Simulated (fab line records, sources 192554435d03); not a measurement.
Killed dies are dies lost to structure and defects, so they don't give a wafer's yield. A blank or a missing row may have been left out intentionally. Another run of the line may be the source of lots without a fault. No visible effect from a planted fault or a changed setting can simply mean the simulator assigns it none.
Chamber matching | flow n5-finfet | pecvd-04 running N5_BEOL_M5_ILD_DEP_00: 3 sister chambers
The step deposits SiCOH lowk from DEMS/porogen, target thk 140.64 nm, time 25.9 s. 3 wafers are shown with their chamber, then 6 later ones without.

EACH WAFER AND ITS CHAMBER
wafer  | chamber | throttle-valve-pct (%)
L697.3 | 0       | 14.2
L699.1 | 2       | 14.1
L699.2 | 1       | 15.2

WAFERS WITHOUT THEIR CHAMBER
wafer  | throttle-valve-pct (%)
L699.5 | 14.5
L703.1 | 14.0
L703.2 | 14.2
L706.3 | 14.1
L706.4 | 14.1
L706.6 | 15.0

THE CHAMBER EACH PASSED THROUGH
wafer  | from the rows above     | in truth
L699.5 | can't be placed: 0 or 2 | 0
L703.1 | can't be placed: 2 or 0 | 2
L703.2 | can't be placed: 0 or 2 | 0
L706.3 | can't be placed: 2 or 0 | 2
L706.4 | can't be placed: 2 or 0 | 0
L706.6 | 1                       | 1
Placed correctly: 1 of 6. Can't be placed from these rows: 5 (the true chamber is among the candidates in 5). Placed wrongly: 0.
How it was worked out, from the rows above alone: a wafer's distance from a chamber is the root of the sum, over the readings, of the square of ((its reading less the chamber's mean) divided by the reading's scatter). If the next closest chamber is less than 2 further off than the closest, the wafer can't be placed; otherwise it belongs to the closest. The mean given for a chamber averages the wafers shown for that chamber. The scatter (one wafer shown for each chamber): square how far every hidden wafer sits from the nearest shown wafer, average those squares and take the square root.
